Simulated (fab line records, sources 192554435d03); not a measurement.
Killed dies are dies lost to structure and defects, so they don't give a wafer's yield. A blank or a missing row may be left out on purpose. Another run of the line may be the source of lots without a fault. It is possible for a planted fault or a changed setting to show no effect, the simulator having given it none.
A struck lot beside a sound one | flow n5 finfet | 14 steps out of a route of 1938
Sound: the wafers L342.3, L342.5, L342.6. Struck: wafers L356.1, L356.2, L356.3. At the end, the cause is stated.
At each step with rows: each side's tool, then ch and its chambers, then its first start. Under that, the readings that differ: sound wafers | struck wafers | difference of the means | sigmas: that difference in standard deviations of wafers without a fault.
alike: words and numbers the same on both sides, and readings whose means are apart by under 2 such deviations; not compared: readings that were withheld, readings missing a value for some wafer, numbers with overlapping values and no deviation given by the record, and bounds like >300 which may hide the same value.
A row with sigmas, a row that says differs or no value, or rows on one side alone: a step with any of these is where the two part. When numbers do not overlap yet have no deviation, they are printed without sigmas and do not part them. A reading missing from all wafers of one side parts the sides only when that side holds two or more wafers.

N5_MOL_CONTACT_COAG_STRIP_96: strips in N2/H2.
  sound on rie diel-01 ch 0,1,2, day 5 18:26; struck on rie diel-01 ch 1,2,3, day 9 02:14
  alike: bias power w, drypump motor current A, oes product au, rf vpp V, showerhead plenum p Torr, temp c, throttle valve pct
  not compared: rf hours counter h
N5_MOL_CONTACT_COAG_ETCH_47: etches SiNx in CH3F/O2, stops on W, target depth 27 nm.
  sound on rie diel-01 ch 0,1,2, day 5 18:28; struck on rie diel-01 ch 1,2,3, day 9 02:17
  alike: bias w, drypump motor current A, etch rf on time s, oes product au, rf vpp V, showerhead plenum p Torr, throttle valve pct
  not compared: rf hours counter h
N5_MOL_CONTACT_COAG_STRIP_119: strips in N2/H2, time 30 s.
  sound on plasma asher-02 ch 0,1, day 5 18:34; struck on plasma asher-02 ch 0,1, day 9 02:22
  alike: drypump motor current A, heater power w, temp c
  not compared: rf hours counter h
then, 2 steps without rows for these wafers: N5_MOL_CONTACT_COAG_PRECLEAN_144 (cleans in alkaline clean, time 60 s); N5_MOL_CONTACT_COAG_SRD_145 (time 30 s).
N5_MOL_CONTACT_COAG_CD_MEAS_137 targets a cd of 16 nm.
  struck on cd sem-01, day 9 02:31; sound on cd sem-02, day 5 18:42
  alike: cd nm
then, 6 steps without rows for these wafers: N5_MOL_CONTACT_COAG_COAT_62 (time 60 s, resist thk 60 nm); N5_MOL_CONTACT_COAG_COAT_63 (time 60 s, resist thk 10 nm); N5_MOL_CONTACT_COAG_COAT_64 (time 60 s, resist thk 10 nm); N5_MOL_CONTACT_COAG_COAT_34 (resist thk 40 nm); N5_MOL_CONTACT_COAG_EBR_36; N5_MOL_CONTACT_COAG_SOFTBAKE_35 (time 60 s).
N5_MOL_CONTACT_COAG_EXPOSE_37: exposes mask VD, defocus 0 nm.
  sound on euv scanner-02 ch 0, day 5 18:55; struck on euv scanner-01, day 9 02:49
  no value came back on the struck wafers for exposure dose mJ cm2, focus offset nm (nm); on the sound wafers exposure dose mJ cm2 reads 61.84 61.80 61.80
  alike: mask
then, 1 step without rows for these wafers: N5_MOL_CONTACT_COAG_PEB_38 (peb time 60 s).

== WHERE THEY PART ==
Only at N5_MOL_CONTACT_COAG_EXPOSE_37, as far as this record shows.

WHY: whatever the simulator had introduced
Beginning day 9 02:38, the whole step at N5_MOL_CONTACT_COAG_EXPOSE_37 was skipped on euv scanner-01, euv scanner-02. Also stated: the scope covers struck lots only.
